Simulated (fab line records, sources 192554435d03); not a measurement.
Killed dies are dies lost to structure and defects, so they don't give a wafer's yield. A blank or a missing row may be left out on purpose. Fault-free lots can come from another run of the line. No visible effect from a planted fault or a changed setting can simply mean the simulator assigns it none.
Chamber matching    flow n5_finfet    rie_diel-04 running N5_MOL_CONTACT_COAG_ETCHBACK_135: 4 sister chambers
The step etches SiO2 in CHF3, target depth 25 nm, time 16.7 s. 16 wafers are shown with their chamber, then 8 later ones without.

## WAFERS, EACH WITH ITS CHAMBER
wafer   chamber  showerhead_plenum_p_Torr (Torr)  rf_vpp_V (V)  throttle_valve_pct (%)
L075.1  1        2.32                             511           18.69
L075.2  3        2.33                             526           18.81
L075.6  0        2.32                             533           18.75
L077.1  3        2.33                             528           18.82
L077.4  1        2.32                             511           18.69
L077.6  3        2.33                             527           18.82
L081.1  2        2.39                             531           19.01
L081.2  0        2.32                             533           18.35
L081.6  0        2.32                             532           18.35
L084.3  1        2.31                             510           18.74
L084.5  0        2.32                             532           18.37
L084.6  3        2.33                             527           18.44
L086.1  1        2.31                             510           18.74
L086.2  3        2.33                             528           18.42
L086.3  2        2.39                             529           19.02
L090.1  0        2.32                             532           18.37

SIGNATURES, as means of the wafers listed above
reading                   chamber 0  chamber 1  chamber 2  chamber 3  scatter within a chamber
showerhead_plenum_p_Torr  2.3200     2.3150     2.3900     2.3300     0.00289
rf_vpp_V                  532.40     510.50     530.00     527.20     0.764
throttle_valve_pct        18.4380    18.7150    19.0150    18.6620    0.159
Rule: a wafer's distance from a chamber is the root of the sum, over the readings, of the square of ((its reading less the chamber's mean) divided by the reading's scatter). The wafer belongs to the nearest chamber; if the next one is less than 2 further off, it can't be placed. The scatter: the root of (the sum of the squares of (reading less its chamber's mean) over the shown wafers, divided by (wafers less chambers)).

## WAFERS WITH NO CHAMBER GIVEN
wafer   showerhead_plenum_p_Torr (Torr)  rf_vpp_V (V)  throttle_valve_pct (%)
L090.3  2.38                             532           19.02
L090.4  2.32                             526           18.45
L092.2  2.30                             510           18.75
L092.5  2.32                             526           18.46
L092.6  2.32                             532           18.37
L097.1  2.32                             528           18.47
L097.3  2.31                             532           18.41
L097.6  2.38                             530           19.07

## CHAMBER TAKEN BY EACH
wafer   from the rows above      in truth
L090.3  2                        2
L090.4  3                        3
L092.2  1                        1
L092.5  3                        3
L092.6  0                        0
L097.1  can't be placed: 3 or 0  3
L097.3  0                        0
L097.6  2                        2
7 of 8 placed correctly. Can't be placed from these rows: 1 (the true chamber is among the candidates in 1). 0 placed wrongly.
